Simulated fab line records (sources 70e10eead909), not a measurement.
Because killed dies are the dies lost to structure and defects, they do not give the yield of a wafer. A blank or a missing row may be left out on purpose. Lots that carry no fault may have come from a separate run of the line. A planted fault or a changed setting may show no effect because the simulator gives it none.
One fault seen from 2 desks + flow nand_harc + numbers are kept per desk, each desk with only its own; the story behind them comes last

## FROM THE METROLOGY DESK
What the gauges read for every lot (on any tool): the sampled wafers with a number, averaged. Marked OUT: a lot whose mean sits more than 4 standard deviations from the usual mean, which makes it out of limits; the brackets give that distance.
Columns: A = cd_nm at NHARC_THIN_TSV_CD_MEAS_16, usual 999.2 nm
| lot  | first seen here | A      |
|------|-----------------|--------|
| L689 | day 23 23:12    | 999.0  |
| L690 | day 24 13:04    | 999.2  |
| L691 | day 24 14:00    | 997.4  |
| L692 | day 24 18:14    | 1002.9 |
| L693 | day 25 04:29    | 999.2  |
| L697 | day 27 20:04    | 998.4  |
| L700 | day 28 17:41    | 999.5  |
| L702 | day 28 21:49    | 996.5  |
| L701 | day 28 23:01    | 998.7  |
| L703 | day 29 22:19    | 995.5  |
| L708 | day 31 19:13    | 1000.0 |
| L709 | day 32 04:25    | 999.2  |
| L710 | day 32 21:01    | 1001.6 |
| L712 | day 33 06:29    | 1000.8 |
Finding of this desk: none of the 14 lots has anything out of limits.

## TOOL OWNER'S DESK, rie_diel-10
The tool's own readings at NHARC_A_STAIRCASE_TRIM_196 (chemistry O2, time 211.2 s): means of the sampled wafers that have a number, for each lot that ran on this tool. Marked OUT: a lot whose mean sits more than 4 standard deviations from the usual mean, which makes it out of limits; the brackets give that distance.
Columns: A = drypump_motor_current_A at NHARC_A_STAIRCASE_TRIM_196, usual 5.7 A; B = o2_flow_sccm at NHARC_A_STAIRCASE_TRIM_196, usual 500.0 sccm; C = oes_product_au at NHARC_A_STAIRCASE_TRIM_196, usual 0.998 a.u.; D = rf_vpp_V at NHARC_A_STAIRCASE_TRIM_196, usual 57.8 V; E = showerhead_plenum_p_Torr at NHARC_A_STAIRCASE_TRIM_196, usual 3.51 Torr; F = throttle_valve_pct at NHARC_A_STAIRCASE_TRIM_196, usual 17.037 %
| lot  | first seen here | A   | B     | C     | D    | E    | F      |
|------|-----------------|-----|-------|-------|------|------|--------|
| L690 | day 16 15:03    | 5.3 | 501.6 | 0.995 | 56.4 | 3.42 | 17.029 |
| L700 | day 20 14:01    | 5.3 | 499.9 | 0.998 | 58.2 | 3.58 | 17.037 |
| L701 | day 20 15:11    | 5.5 | 499.3 | 1.003 | 57.8 | 3.39 | 17.035 |
| L702 | day 21 08:26    | 5.7 | 500.4 | 1.002 | 58.0 | 3.35 | 17.035 |
| L709 | day 24 08:01    | 5.6 | 499.2 | 0.997 | 57.4 | 3.50 | 17.042 |
| L712 | day 25 10:38    | 5.7 | 499.4 | 0.996 | 57.4 | 3.61 | 17.039 |
Finding of this desk: none of the 6 lots has anything out of limits.

## TAKEN TOGETHER
At the metrology desk, nothing out of limits was observed.
The desk of the tool owner found nothing out of limits.

## WHAT HAD BEEN PUT IN BY THE SIMULATOR
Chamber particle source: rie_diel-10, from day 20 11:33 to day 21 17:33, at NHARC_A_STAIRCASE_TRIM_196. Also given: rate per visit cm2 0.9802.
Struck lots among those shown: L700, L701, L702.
